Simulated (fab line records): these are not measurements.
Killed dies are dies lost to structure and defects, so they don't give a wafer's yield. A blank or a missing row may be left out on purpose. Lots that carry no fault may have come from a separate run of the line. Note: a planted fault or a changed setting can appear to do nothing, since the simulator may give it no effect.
Comparing a struck lot with a sound one + flow n5-finfet + 18 out of 1938 route steps
Sound: wafers L663.1, L663.3, L663.4. Wafers struck: L681.1, L681.4, L681.6. At the end, the cause is stated.
For every step that has rows: the tool of each side, followed by ch and its chambers, followed by its first start. Under that, the readings that differ: sound wafers + struck wafers + difference of the means + sigmas: that difference in standard deviations of wafers without a fault.
alike: readings with means less than 2 such deviations apart, plus words and numbers identical on both sides. not compared: withheld readings, readings lacking a value on some wafer, bounds such as >300 that could conceal the same value, and numbers that have no deviation in the record and whose values overlap.
Wherever a step has rows on one side only, a row that says differs or no value, or a row with sigmas, the two part there. Numbers that have no deviation but don't overlap get no sigmas and don't part them. A reading missing from all wafers of one side parts the sides only when that side holds two or more wafers.

first, 2 steps without rows for these wafers: N5_BEOL_M3_STRIP_65 (strips in N2/H2); N5_BEOL_M3_STRIP_75 (strips in N2/H2).
N5_BEOL_M3_STRIP_66: strips in CF4.
  sound on rie-diel-01 ch 0,1,2, day 7 18:59; struck on rie-diel-04 ch 0,3, day 12 00:35
| reading                         | sound          | struck         | difference | sigmas |
|---------------------------------|----------------|----------------|------------|--------|
| drypump-motor-current-A (A)     | 6.2 6.1 5.3    | 4.7 5.9 4.7    | -0.8       | -2     |
| showerhead-plenum-p-Torr (Torr) | 1.79 1.83 1.85 | 1.69 1.78 1.69 | -0.10      | -2     |
  alike: oes-product-au, power-w, rf-vpp-V, throttle-valve-pct
  not compared: rf-hours-counter-h
N5_BEOL_M3_HM_OPEN_17: chemistry Cl2/BCl3, target TiN, target depth 20 nm, overetch 6 nm.
  sound on rie-metal-01 ch 0,1, day 7 19:02; struck on rie-metal-01 ch 0,1, day 12 00:38
  alike: drypump-motor-current-A, mfc-ar-sccm, oes-product-au, throttle-valve-pct
  not compared: rf-hours-counter-h
N5_BEOL_M3_STRIP_19: strips in O2.
  sound on rie-diel-03 ch 1,2,3, day 7 19:08; struck on rie-diel-01 ch 0,2, day 12 00:46
  alike: drypump-motor-current-A, oes-product-au, rf-vpp-V, showerhead-plenum-p-Torr, throttle-valve-pct
  not compared: rf-hours-counter-h
N5_BEOL_M3_CD_MEAS_18: pitch 36 nm, target cd 18 nm.
  struck on cd-sem-01, day 12 00:50; sound on cd-sem-02, day 7 19:13
  alike: cd-nm
then, 6 steps without rows for these wafers: N5_BEOL_M3_COAT_67 (time 60 s, resist thk 60 nm); N5_BEOL_M3_COAT_68 (time 60 s, resist thk 12 nm); N5_BEOL_M3_COAT_76 (time 60 s, resist thk 5 nm); N5_BEOL_M3_COAT_22 (resist thk 30 nm); N5_BEOL_M3_EBR_24; N5_BEOL_M3_SOFTBAKE_23 (time 60 s).
N5_BEOL_M3_EXPOSE_25: exposes mask V2, defocus 5 nm.
  sound on euv-scanner-02 ch 0, day 7 19:31; struck on euv-scanner-01 ch 0, day 12 01:01
| reading              | sound             | struck            | difference | sigmas |
|----------------------|-------------------|-------------------|------------|--------|
| exposure-dose-mJ-cm2 | 62.91 62.92 62.97 | 58.65 58.71 58.73 | -4.24      | -48    |
  alike: mask
then, 2 steps without rows for these wafers: N5_BEOL_M3_PEB_26 (peb time 60 s); N5_BEOL_M3_DEVELOP_27 (develop time 30 s).
N5_BEOL_M3_CD_MEAS_28: target cd 25.7 nm, target cd y 23.3 nm.
  sound on cd-sem-03 ch 0, day 7 19:39; struck on cd-sem-02 ch 0, day 12 01:10
| reading    | sound             | struck            | difference | sigmas |
|------------|-------------------|-------------------|------------|--------|
| cd-nm (nm) | 25.42 26.15 25.54 | 24.84 24.19 24.75 | -1.11      | -5     |
N5_BEOL_M3_OVL_MEAS_29:
  sound on overlay-02 ch 0, day 7 19:41; struck on overlay-01 ch 0, day 12 01:11
  alike: V2_OVL
N5_BEOL_M4_RC_MEAS_101:
  sound on prober-02 ch 0, day 8 14:29; struck on prober-02 ch 0, day 13 00:50
| reading        | sound             | struck            | difference | sigmas |
|----------------|-------------------|-------------------|------------|--------|
| DIBL_N (mV/V)  | 33.2 34.1 33.8    | 36.2 38.2 38.2    | +3.8       | +2     |
| IOFF_N (nA/um) | 0.116 0.121 0.112 | 0.185 0.225 0.237 | +0.099     | +3     |
| IOFF_P (nA/um) | 0.15 0.14 0.14    | 0.22 0.28 0.28    | +0.12      | +4     |
| SS_P (mV/dec)  | 71.6 72.2 72.1    | 74.1 74.4 75.4    | +2.7       | +4     |
| VT_N (mV)      | 253 254 255       | 248 244 243       | -9         | -3     |
| VT_P (mV)      | -258 -258 -260    | -250 -247 -249    | +10        | +3     |
  alike: DIBL_P, ION_N, ION_P, SS_N

WHERE THEY PART
Last at N5_BEOL_M4_RC_MEAS_101 as far as this record goes, first at N5_BEOL_M3_STRIP_66.

WHY: whatever the simulator had introduced
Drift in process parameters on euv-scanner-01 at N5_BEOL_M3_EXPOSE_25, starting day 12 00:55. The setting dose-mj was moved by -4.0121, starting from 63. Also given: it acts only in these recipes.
